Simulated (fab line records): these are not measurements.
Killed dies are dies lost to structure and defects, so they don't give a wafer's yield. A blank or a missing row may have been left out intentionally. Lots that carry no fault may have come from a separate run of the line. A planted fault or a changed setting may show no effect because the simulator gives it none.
Chamber matching -- flow nand harc -- 3 sister chambers for NHARC_A_STAIRCASE_DEP_301 on pecvd-01
The step deposits SiON, target thk 30 nm. 6 wafers are shown with their chamber, then 9 later ones without.

## WAFERS PAIRED WITH THEIR CHAMBERS
wafer,chamber,showerhead vpp V (V),heater power w (W)
L088.2,0,1107,807
L088.3,2,1254,748
L088.6,2,1224,759
L089.1,1,1112,669
L089.5,0,1134,757
L089.6,1,1105,696

## WAFERS WITHOUT THEIR CHAMBER
wafer,showerhead vpp V (V),heater power w (W)
L091.1,1225,784
L091.3,1095,684
L091.4,1131,760
L094.4,1103,686
L094.5,1118,805
L094.6,1210,657
L096.3,1123,789
L096.4,1247,739
L096.6,1099,570

## THE CHAMBER EACH PASSED THROUGH
wafer,from the rows above,in truth
L091.1,2,2
L091.3,1,1
L091.4,0,0
L094.4,1,1
L094.5,0,0
L094.6,can't be placed: 2 or 1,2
L096.3,0,0
L096.4,2,2
L096.6,1,1
Placed correctly: 8 of 9. Not placeable from these rows: 1 (in 1, the candidates include the true chamber). Wrongly placed: 0.
How it was worked out, from the rows above alone: a wafer's distance from a chamber is the root of the sum, over the readings, of the square of ((its reading less the chamber's mean) divided by the reading's scatter). The wafer belongs to the nearest chamber; if the next one is less than 2 further off, it can't be placed. Each chamber's mean is taken over the wafers shown for it. The scatter: the root of (the sum of the squares of (reading less its chamber's mean) over the shown wafers, divided by (wafers less chambers)).
